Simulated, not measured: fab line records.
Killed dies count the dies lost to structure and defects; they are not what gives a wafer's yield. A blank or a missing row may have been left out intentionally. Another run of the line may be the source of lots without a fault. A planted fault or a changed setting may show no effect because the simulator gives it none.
Problem report, 8D (eight disciplines) form, completed by code ; flow n5_finfet ; the parts of the form that need people (team, actions taken, sign-off) are left out

## 1. THE PROBLEM
Mean of chamber_pressure_mTorr at N5_BEOL_M8_STRIP_19: 38.99 mTorr across 3 wafers in 2 lots; on wafers with no fault it is 30.00 mTorr (standard deviation 0.037). That is +99 or more standard deviations from the usual mean.
The step: strips in O2.
The first sign was on wafer L502.1 at day 13 01:16, on rie_diel-04. The record holds 18 wafers of 6 lots with a number at this step. By rule, "out" or "out of limits" means more than 4 standard deviations away from the usual mean. All remaining wafers that have a number are taken as sound.

## 2. WHAT THIS IS AND IS NOT
question;is;is not
which readings at this step;chamber_pressure_mTorr;drypump_motor_current_A, o2_flow_sccm, oes_product_au, showerhead_plenum_p_Torr, throttle_valve_pct
which lots;L502, L506;L486, L496, L507, L509
which wafers of those lots;L502.1, L502.6, L506.2;L502.4, L506.3, L506.6
read on which tools;rie_diel-04;rie_diel-03, rie_diel-06
when;from day 13 01:16;"up to then (7 sound wafers); but 8 sound wafers of L506, L507, L509 came after"

## 3. THE SUSPECTS, EACH WITH WHAT RULES IT OUT
Counting: if a tool at a process step up to the reading ran every lot that is out, it stays a suspect. Sound lots after the first of them don't rule it out here, since some wafers of a struck lot are sound.
- rie_diel-04 at N5_BEOL_M8_DESCUM_16 (chemistry O2, time 7.9 s): kept. Every lot that is out went through it, the first being L502 (day 13 00:51); the last sound lot it ran before that was L496 (day 11 14:37).
- rie_diel-04 at N5_BEOL_M8_ETCH_61 (etches SiARC in CF4, target depth 45.5 nm, time 75.8 s): kept. Every lot that is out went through it, the first being L502 (day 13 00:53); the last sound lot it ran before that was L496 (day 11 14:39).
- rie_diel-04 at N5_BEOL_M8_ETCH_62 (etches SOC in N2/H2, target depth 110 nm, overetch 22 nm, time 165 s): kept. Every lot that is out went through it, the first being L502 (day 13 00:56); the last sound lot it ran before that was L496 (day 11 14:42).
- rie_diel-04 at N5_BEOL_M8_STRIP_67 (strips in CF4): kept. Every lot that is out went through it, the first being L502 (day 13 01:05); the last sound lot it ran before that was L496 (day 11 14:51).
- rie_diel-04 at N5_BEOL_M8_STRIP_19 (strips in O2): kept. Every lot that is out went through it, the first being L502 (day 13 01:16); the last sound lot it ran before that was L496 (day 11 15:11). Its own chamber_pressure_mTorr readings are out on those wafers.
- Within rie_diel-04 at N5_BEOL_M8_STRIP_19, the wafers that are out were processed in chamber 2 and their sound lot-mates in chamber 1.
Left after counting: rie_diel-04 at N5_BEOL_M8_DESCUM_16, rie_diel-04 at N5_BEOL_M8_ETCH_61, rie_diel-04 at N5_BEOL_M8_ETCH_62, rie_diel-04 at N5_BEOL_M8_STRIP_67, rie_diel-04 at N5_BEOL_M8_STRIP_19.

## 4. THE CAUSE (what the simulator had put in)
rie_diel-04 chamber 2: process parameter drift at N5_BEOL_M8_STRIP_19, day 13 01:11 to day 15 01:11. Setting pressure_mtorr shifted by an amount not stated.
This tool is one of the 5 suspects left after counting.

## 5. SEQUENCE OF EFFECTS, ordered by route
Rows list readings where the struck wafers' mean (over those with a number) sits beyond 3 standard deviations from the usual. Readings are gone through only where the record gives a usual standard deviation; hours: the median, over the lots, of the time from a lot's start at the first step in this table giving one to that lot's start at this step; sigmas: the change measured in usual standard deviations.
hours;step;reading;usual;on struck wafers;change;sigmas
0;N5_BEOL_M8_STRIP_19;chamber_pressure_mTorr;30.00 mTorr;38.99;+8.99;+99 or more
It contains these process steps:
- N5_BEOL_M8_STRIP_19: strips in O2.
Later steps that measure or inspect, where all struck wafers having a row at the step show a number for every such reading and not one has moved that far: N5_BEOL_M8_CD_MEAS_18.

## 6. WHAT WOULD HAVE CAUGHT IT SOONER
0 hours passed between the start of the fault at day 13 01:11 and the first reading out of limits in this record, taken at day 13 01:16.
